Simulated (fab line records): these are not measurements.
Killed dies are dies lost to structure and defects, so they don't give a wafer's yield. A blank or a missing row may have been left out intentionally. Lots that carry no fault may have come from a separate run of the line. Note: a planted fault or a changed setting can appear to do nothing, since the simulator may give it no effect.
Matching of chambers    flow n5-finfet    4 sister chambers for N5_DUMMY_GATE_ALD_02 on ald-sin-04
The step deposits SiO2, target thk 2 nm, pulse time 1 s. 8 wafers are shown with their chamber, then 7 later ones without.

== WAFERS PAIRED WITH THEIR CHAMBERS ==
wafer   chamber  heater-power-w (W)  precursor-pulse-height-rel
L090.1  1        485                 0.991
L091.1  3        402                 0.974
L091.3  2        484                 1.007
L093.1  1        481                 1.004
L093.2  0        533                 1.013
L093.4  3        392                 1.009
L095.1  0        541                 0.991
L095.2  2        493                 0.989

== WAFERS WHOSE CHAMBER IS MISSING ==
wafer   heater-power-w (W)  precursor-pulse-height-rel
L095.3  499                 0.990
L095.4  487                 1.028
L095.5  493                 0.991
L095.6  536                 1.025
L097.2  404                 0.989
L097.3  537                 0.986
L097.5  489                 1.005

== THE CHAMBER EACH PASSED THROUGH ==
wafer   from the rows above      in truth
L095.3  can't be placed: 2 or 1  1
L095.4  can't be placed: 2 or 1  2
L095.5  can't be placed: 2 or 1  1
L095.6  0                        0
L097.2  3                        3
L097.3  0                        0
L097.5  can't be placed: 2 or 1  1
Correct placement for 3 of the 7. These rows do not allow placing 4 (true chamber among the candidates in 4). Placed wrongly: 0.
How it was worked out, from the rows above alone: a wafer's distance from a chamber is the root of the sum, over the readings, of the square of ((its reading less the chamber's mean) divided by the reading's scatter). The wafer belongs to the nearest chamber; if the next one is less than 2 further off, it can't be placed. The mean given for a chamber averages the wafers shown for that chamber. How the scatter is found: for the shown wafers, subtract from each reading the mean of its chamber, square and add these, divide the total by (wafers less chambers), then take the root.
